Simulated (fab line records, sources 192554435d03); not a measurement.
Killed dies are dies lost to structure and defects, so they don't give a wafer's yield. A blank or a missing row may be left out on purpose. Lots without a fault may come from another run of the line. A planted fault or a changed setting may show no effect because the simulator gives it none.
Split-lot experiment | flow n5_finfet | 7 lots, 21 wafers read, on a route of 1938 steps

THE SPLIT
At N5_HKMG_FIN_ETCH_55 (etches SOC in N2/H2, target depth 240 nm, time 300 s), the setting bias_w was moved away from the recipe's 150 W on 6 of the 21 wafers read, by +6.6% to +10.7%. The other wafers ran this setting at the recipe's value.

The reading is taken at the split's own step.

THE READING
rf_vpp_V, in V, at N5_HKMG_FIN_ETCH_55 (etches SOC in N2/H2, target depth 240 nm, time 300 s). Fault-free wafers of this fab line usually give 523.2 V, standard deviation 2.6 V.

wafer  | tool, chamber at the split | bias_w as run, W | against the recipe | rf_vpp_V, V | against lot-mates on the recipe
L080.2 | rie_diel-02, 2             | 150              | recipe             | 527.2       | -
L080.3 | rie_diel-02, 1             | 159.9            | +6.6%              | 542.2       | +15.0
L080.4 | rie_diel-02, 0             | 159.9            | +6.6%              | 541.3       | +14.1
L085.3 | rie_diel-02, 0             | 150              | recipe             | 519.9       | -
L085.5 | rie_diel-02, 0             | 150              | recipe             | 518.3       | -
L085.6 | rie_diel-02, 1             | 150              | recipe             | 523.4       | -
L088.2 | rie_diel-03, 2             | 165.4            | +10.3%             | 552.0       | +31.7
L088.3 | rie_diel-03, 0             | 165.4            | +10.3%             | 560.7       | +40.4
L088.5 | rie_diel-03, 1             | 150              | recipe             | 520.3       | -
L089.3 | rie_diel-03, 2             | 150              | recipe             | 517.6       | -
L089.4 | rie_diel-03, 3             | 150              | recipe             | 522.3       | -
L089.6 | rie_diel-03, 1             | 150              | recipe             | 522.3       | -
L090.1 | rie_diel-03, 0             | 150              | recipe             | 526.8       | -
L090.4 | rie_diel-03, 3             | 150              | recipe             | 522.3       | -
L090.5 | rie_diel-03, 1             | 150              | recipe             | 520.9       | -
L091.2 | rie_diel-01, 3             | 150              | recipe             | 523.9       | -
L091.5 | rie_diel-01, 3             | 150              | recipe             | 525.8       | -
L091.6 | rie_diel-01, 1             | 150              | recipe             | 525.7       | -
L095.1 | rie_diel-02, 2             | 166              | +10.7%             | 561.5       | +40.4
L095.2 | rie_diel-02, 0             | 166              | +10.7%             | 555.4       | +34.3
L095.4 | rie_diel-02, 3             | 150              | recipe             | 521.1       | -

THE FIT
A straight line over all 21 wafers: rf_vpp_V changes by +3.28 V for each +1% of bias_w; r = +0.98; the points scatter about the line by 3.2 V.
The same after taking each lot's own level away (the mean of its wafers on the recipe; 21 wafers): +3.33 V for each +1%; r = +0.97; scatter 3.5 V.
On that fit, the largest move of bias_w shifts the reading by 35 V.
The lots' own levels span 520.30 to 527.20 V, that is 2.7 times the standard deviation above.
So the lot-to-lot level changes the slope little: the two slopes agree.
Check: with one of the wafers moved furthest among these (+10.7%) left out of the fit, the line predicts +33.7 V for it against its lot-mates. It came out at +40.4 V against them.
Tool readings at the split's step, against how far the setting was moved: rf_vpp_V r = +0.98.

OTHER SPLITS ON THESE WAFERS
These wafers also went through other splits before the reading. Each is held against what the fit with the lots' levels taken away leaves over:
other split on the same wafers        | wafers away from the commonest value | r with rf_vpp_V (lot level and that fit taken away)
N5_WELL_APT_EXPOSE_22 dose_mj         | 9                                    | +0.42
N5_WELL_APT_DEVELOP_24 develop_time_s | 8                                    | +0.11
N5_FIN_SAQP_COAT_50 spin_rpm          | 5                                    | -0.13
N5_FIN_SAQP_ETCH_51 cf4_flow_sccm     | 7                                    | +0.31
N5_FIN_SAQP_SPACER1_ALD_24 ald_cycles | 5                                    | -0.07
N5_STI_FIN_REVEAL_ETCHBACK_08 time_s  | 4                                    | -0.34
N5_DUMMY_GATE_ETCH_31 target_depth_a  | 5                                    | +0.28
N5_SD_EPI_P_EPI_21 temp_c             | 4                                    | +0.15

THE WHOLE CHAIN: every reading that the file lists as answering this split, in the file's order
step                | what it does                                         | reading                                                                           | change (the file's fit)               | r (the file's)
N5_HKMG_FIN_ETCH_55 | etches SOC in N2/H2, target depth 240 nm, time 300 s | rf_vpp_V                                                                          | +3.29 V for each +1% of the setting   | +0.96
N5_HKMG_FIN_ETCH_55 | etches SOC in N2/H2, target depth 240 nm, time 300 s | HKMG_FIN.feature_depth_nm (the simulator's own value, which no gauge read)        | +1.91 nm for each +1% of the setting  | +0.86
N5_HKMG_FIN_ETCH_55 | etches SOC in N2/H2, target depth 240 nm, time 300 s | etch.depth_nm (the simulator's own value, which no gauge read)                    | +1.9 nm for each +1% of the setting   | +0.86
N5_HKMG_FIN_ETCH_55 | etches SOC in N2/H2, target depth 240 nm, time 300 s | SiARC_of_HKMG_FIN_COAT_42.thk_nm (the simulator's own value, which no gauge read) | -0.215 nm for each +1% of the setting | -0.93

THE FILE'S OWN FIT
rf_vpp_V changes by +3.29 V for each +1% of bias_w, r = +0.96.
